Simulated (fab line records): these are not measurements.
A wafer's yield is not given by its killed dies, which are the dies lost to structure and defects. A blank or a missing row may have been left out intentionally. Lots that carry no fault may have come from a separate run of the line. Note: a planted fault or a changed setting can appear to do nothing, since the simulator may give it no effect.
Which tool did it? / flow n5 finfet / Sampling: 12 lots, 36 wafers, 2 of 1938 route steps

## WHAT THE GAUGES READ, wafer by wafer
N5_SDB_CD_MEAS_11 targets a cd of 50 nm.
lot=L075; measured=day 4 01:05; on=cd sem-02; cd nm (nm)=47.5 49.7 48.5
lot=L077; measured=day 4 11:43; on=cd sem-03; cd nm (nm)=51.1 52.1 51.0
lot=L079; measured=day 5 01:19; on=cd sem-02; cd nm (nm)=48.4 49.4 49.1
lot=L081; measured=day 5 15:14; on=cd sem-03; cd nm (nm)=50.7 49.2 50.9
lot=L083; measured=day 6 02:01; on=cd sem-03; cd nm (nm)=47.1 48.1 48.6
lot=L085; measured=day 6 12:52; on=cd sem-01; cd nm (nm)=50.2 48.3 49.3
lot=L087; measured=day 7 01:47; on=cd sem-03; cd nm (nm)=49.5 48.3 48.7
lot=L089; measured=day 7 12:19; on=cd sem-02; cd nm (nm)=47.7 48.2 49.5
lot=L091; measured=day 8 01:21; on=cd sem-02; cd nm (nm)=51.3 49.7 49.9
lot=L093; measured=day 8 11:31; on=cd sem-01; cd nm (nm)=49.4 51.5 49.0
lot=L095; measured=day 8 22:30; on=cd sem-01; cd nm (nm)=48.4 49.1 48.9
lot=L097; measured=day 9 10:55; on=cd sem-03; cd nm (nm)=49.2 49.9 48.8

## WHAT TOOL EACH LOT RAN ON (gives the tool, then ch and the chambers of the sampled wafers, and finally the start)
lot=L075; N5_SDB_HM_DEP_00=pecvd-03 ch 0,1, day 4 00:45
lot=L077; N5_SDB_HM_DEP_00=pecvd-02 ch 0,1,2, day 4 11:16
lot=L079; N5_SDB_HM_DEP_00=pecvd-01 ch 0,2, day 5 00:59
lot=L081; N5_SDB_HM_DEP_00=pecvd-02 ch 0,1,2, day 5 14:55
lot=L083; N5_SDB_HM_DEP_00=pecvd-02 ch 0,1,2, day 6 01:34
lot=L085; N5_SDB_HM_DEP_00=pecvd-03 ch 1,2, day 6 12:33
lot=L087; N5_SDB_HM_DEP_00=pecvd-02 ch 0,2, day 7 01:20
lot=L089; N5_SDB_HM_DEP_00=pecvd-03 ch 1,2, day 7 11:59
lot=L091; N5_SDB_HM_DEP_00=pecvd-02 ch 0,1,2, day 8 00:55
lot=L093; N5_SDB_HM_DEP_00=pecvd-02 ch 1,2, day 8 11:11
lot=L095; N5_SDB_HM_DEP_00=pecvd-02 ch 1,2, day 8 22:03
lot=L097; N5_SDB_HM_DEP_00=pecvd-03 ch 0,1, day 9 10:34
- N5_SDB_HM_DEP_00: deposits SiNx from SiH4/NH3/N2, target thk 40 nm, time 35.3 s.

## THE ANSWER, worked out from the rows above alone
Rule: what is usual is taken from the lots themselves. Put in order of their means at a reading, lots are off if they are a third of the lots or fewer, leave a main group of 4 or more, and stand apart from it by a gap of 3 or more times the standard deviation of the main group's means; of several such gaps the widest counts. A main group is skipped when, at the precision printed for the reading in the tables above, its means are all equal. A lot without any number at a reading at which 4 lots or more have one is off too. Any other lot the step has rows for is counted as sound.
No lot is off on any of the readings shown, so nothing can be concluded from this.

## WHAT THE SIMULATOR HAD INSERTED
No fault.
